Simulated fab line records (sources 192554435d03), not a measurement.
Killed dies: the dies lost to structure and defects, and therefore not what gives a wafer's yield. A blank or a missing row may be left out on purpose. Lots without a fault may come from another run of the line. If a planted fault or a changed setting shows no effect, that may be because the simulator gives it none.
Tool commonality check / flow n5_finfet / Lots sampled 11, wafers sampled 31

== THE REASON FOR OPENING IT ==
N5_BEOL_M2_THK_MEAS_01, reading M2_ILD_THK: flagged on 3 of 11 lots. Wafers without a fault read 79.0 nm, standard deviation 1.
Rule: flag the lot when none of its wafers has a number, or when each of its wafers that has one lies beyond 4 standard deviations from that mean. As for the other lots, they are considered sound.

lot=L244; measured=day 7 04:20; on=film_metro-01; M2_ILD_THK (nm), wafer by wafer=78.0 78.8 79.3; flag=
lot=L245; measured=day 7 07:49; on=film_metro-01; M2_ILD_THK (nm), wafer by wafer=77.9 80.1; flag=
lot=L248; measured=day 8 09:20; on=film_metro-01; M2_ILD_THK (nm), wafer by wafer=78.1 79.3 80.0; flag=
lot=L251; measured=day 9 01:56; on=film_metro-01; M2_ILD_THK (nm), wafer by wafer=155.9 158.2 156.9; flag=FLAGGED
lot=L255; measured=day 10 10:52; on=film_metro-01; M2_ILD_THK (nm), wafer by wafer=156.7 159.1 159.0; flag=FLAGGED
lot=L258; measured=day 10 23:31; on=film_metro-02; M2_ILD_THK (nm), wafer by wafer=155.9 156.7 156.7; flag=FLAGGED
lot=L259; measured=day 11 02:34; on=film_metro-01; M2_ILD_THK (nm), wafer by wafer=77.1 79.0; flag=
lot=L260; measured=day 11 13:04; on=film_metro-01; M2_ILD_THK (nm), wafer by wafer=77.5 79.5 78.8; flag=
lot=L262; measured=day 11 20:40; on=film_metro-01; M2_ILD_THK (nm), wafer by wafer=78.9 77.2 79.4; flag=
lot=L263; measured=day 12 01:38; on=film_metro-02; M2_ILD_THK (nm), wafer by wafer=78.2 77.7 79.3; flag=
lot=L265; measured=day 12 09:05; on=film_metro-01; M2_ILD_THK (nm), wafer by wafer=78.1 78.0 80.3; flag=
The numbers of the flagged lots are 157.2 nm on average: +78.2 nm against the usual, or +78 standard deviations.

== LOT BY LOT: THE TOOL USED ==
Before the reading, the record contains 4 process steps out of a 1938-step route. Cell contents, in order: the tool; ch with the chambers the sampled wafers went through; the start.
lot=L244; flag=; N5_BEOL_M1_ANNEAL_89=pvd_sputter-01, day 7 02:05; N5_BEOL_M1_SPUTTER_90=pvd_sputter-01, day 7 02:14; N5_BEOL_M1_SPUTTER_96=pvd_sputter-01, day 7 02:53; N5_BEOL_M2_ILD_DEP_00=pecvd-04 ch 1,2, day 7 04:16
lot=L245; flag=; N5_BEOL_M1_ANNEAL_89=pvd_sputter-01, day 7 05:46; N5_BEOL_M1_SPUTTER_90=pvd_sputter-01, day 7 05:55; N5_BEOL_M1_SPUTTER_96=pvd_sputter-01, day 7 06:34; N5_BEOL_M2_ILD_DEP_00=pecvd-04 ch 0,2, day 7 07:45
lot=L248; flag=; N5_BEOL_M1_ANNEAL_89=pvd_sputter-01, day 8 07:20; N5_BEOL_M1_SPUTTER_90=pvd_sputter-01, day 8 07:29; N5_BEOL_M1_SPUTTER_96=pvd_sputter-01, day 8 08:08; N5_BEOL_M2_ILD_DEP_00=pecvd-03 ch 0,1,2, day 8 09:16
lot=L251; flag=FLAGGED; N5_BEOL_M1_ANNEAL_89=pvd_sputter-02, day 8 23:43; N5_BEOL_M1_SPUTTER_90=pvd_sputter-02, day 8 23:52; N5_BEOL_M1_SPUTTER_96=pvd_sputter-02, day 9 00:31; N5_BEOL_M2_ILD_DEP_00=pecvd-04 ch 0,1,2, day 9 01:38
lot=L255; flag=FLAGGED; N5_BEOL_M1_ANNEAL_89=pvd_sputter-02, day 10 08:17; N5_BEOL_M1_SPUTTER_90=pvd_sputter-02, day 10 08:25; N5_BEOL_M1_SPUTTER_96=pvd_sputter-02, day 10 09:05; N5_BEOL_M2_ILD_DEP_00=pecvd-01 ch 0,2, day 10 10:34
lot=L258; flag=FLAGGED; N5_BEOL_M1_ANNEAL_89=pvd_sputter-03, day 10 21:04; N5_BEOL_M1_SPUTTER_90=pvd_sputter-03, day 10 21:12; N5_BEOL_M1_SPUTTER_96=pvd_sputter-03, day 10 21:52; N5_BEOL_M2_ILD_DEP_00=pecvd-01 ch 0,1,2, day 10 23:13
lot=L259; flag=; N5_BEOL_M1_ANNEAL_89=pvd_sputter-03, day 11 00:27; N5_BEOL_M1_SPUTTER_90=pvd_sputter-03, day 11 00:35; N5_BEOL_M1_SPUTTER_96=pvd_sputter-03, day 11 01:15; N5_BEOL_M2_ILD_DEP_00=pecvd-01 ch 1,2, day 11 02:31
lot=L260; flag=; N5_BEOL_M1_ANNEAL_89=pvd_sputter-03, day 11 11:05; N5_BEOL_M1_SPUTTER_90=pvd_sputter-03, day 11 11:13; N5_BEOL_M1_SPUTTER_96=pvd_sputter-03, day 11 11:53; N5_BEOL_M2_ILD_DEP_00=pecvd-04 ch 1,2, day 11 12:59
lot=L262; flag=; N5_BEOL_M1_ANNEAL_89=pvd_sputter-02, day 11 18:30; N5_BEOL_M1_SPUTTER_90=pvd_sputter-02, day 11 18:38; N5_BEOL_M1_SPUTTER_96=pvd_sputter-02, day 11 19:18; N5_BEOL_M2_ILD_DEP_00=pecvd-04 ch 0,2, day 11 20:37
lot=L263; flag=; N5_BEOL_M1_ANNEAL_89=pvd_sputter-02, day 11 22:54; N5_BEOL_M1_SPUTTER_90=pvd_sputter-02, day 11 23:02; N5_BEOL_M1_SPUTTER_96=pvd_sputter-02, day 11 23:42; N5_BEOL_M2_ILD_DEP_00=pecvd-03 ch 0,1,2, day 12 01:34
lot=L265; flag=; N5_BEOL_M1_ANNEAL_89=pvd_sputter-03, day 12 07:06; N5_BEOL_M1_SPUTTER_90=pvd_sputter-03, day 12 07:14; N5_BEOL_M1_SPUTTER_96=pvd_sputter-03, day 12 07:54; N5_BEOL_M2_ILD_DEP_00=pecvd-03 ch 0,1,2, day 12 09:01
What is done by these steps:
- N5_BEOL_M1_ANNEAL_89: time 240 s.
- N5_BEOL_M1_SPUTTER_90: material Cu, target thk 4.5 nm, time 8.29 s.
- N5_BEOL_M1_SPUTTER_96: material Cu, target thk 4.5 nm, time 8.29 s.
- N5_BEOL_M2_ILD_DEP_00: deposits SiOC from DEMS/O2, target thk 79 nm, time 15.3 s.
- N5_BEOL_M2_THK_MEAS_01

== FLAGGED AGAINST TOTAL, ONE TOOL AT A TIME (gauges that did the reading follow at the end) ==
step=N5_BEOL_M1_ANNEAL_89; tool=pvd_sputter-01; lots run=3; flagged=0; share of the flagged lots=none; sound lots run after its first flagged lot=-
step=N5_BEOL_M1_ANNEAL_89; tool=pvd_sputter-02; lots run=4; flagged=2; share of the flagged lots=some; sound lots run after its first flagged lot=2 (L262,L263)
step=N5_BEOL_M1_ANNEAL_89; tool=pvd_sputter-03; lots run=4; flagged=1; share of the flagged lots=some; sound lots run after its first flagged lot=3 (L259,L260,L265)
step=N5_BEOL_M1_SPUTTER_90; tool=pvd_sputter-01; lots run=3; flagged=0; share of the flagged lots=none; sound lots run after its first flagged lot=-
step=N5_BEOL_M1_SPUTTER_90; tool=pvd_sputter-02; lots run=4; flagged=2; share of the flagged lots=some; sound lots run after its first flagged lot=2 (L262,L263)
step=N5_BEOL_M1_SPUTTER_90; tool=pvd_sputter-03; lots run=4; flagged=1; share of the flagged lots=some; sound lots run after its first flagged lot=3 (L259,L260,L265)
step=N5_BEOL_M1_SPUTTER_96; tool=pvd_sputter-01; lots run=3; flagged=0; share of the flagged lots=none; sound lots run after its first flagged lot=-
step=N5_BEOL_M1_SPUTTER_96; tool=pvd_sputter-02; lots run=4; flagged=2; share of the flagged lots=some; sound lots run after its first flagged lot=2 (L262,L263)
step=N5_BEOL_M1_SPUTTER_96; tool=pvd_sputter-03; lots run=4; flagged=1; share of the flagged lots=some; sound lots run after its first flagged lot=3 (L259,L260,L265)
step=N5_BEOL_M2_ILD_DEP_00; tool=pecvd-01; lots run=3; flagged=2; share of the flagged lots=some; sound lots run after its first flagged lot=1 (L259)
step=N5_BEOL_M2_ILD_DEP_00; tool=pecvd-03; lots run=3; flagged=0; share of the flagged lots=none; sound lots run after its first flagged lot=-
step=N5_BEOL_M2_ILD_DEP_00; tool=pecvd-04; lots run=5; flagged=1; share of the flagged lots=some; sound lots run after its first flagged lot=2 (L260,L262)
step=N5_BEOL_M2_THK_MEAS_01; tool=film_metro-01; lots run=9; flagged=2; share of the flagged lots=some; sound lots run after its first flagged lot=4 (L259,L260,L262,L265)
step=N5_BEOL_M2_THK_MEAS_01; tool=film_metro-02; lots run=2; flagged=1; share of the flagged lots=some; sound lots run after its first flagged lot=1 (L263)

== WHAT THE TABLE PERMITS ==
No row of the table ran every flagged lot.

== WHAT THE SIMULATOR PUT IN ==
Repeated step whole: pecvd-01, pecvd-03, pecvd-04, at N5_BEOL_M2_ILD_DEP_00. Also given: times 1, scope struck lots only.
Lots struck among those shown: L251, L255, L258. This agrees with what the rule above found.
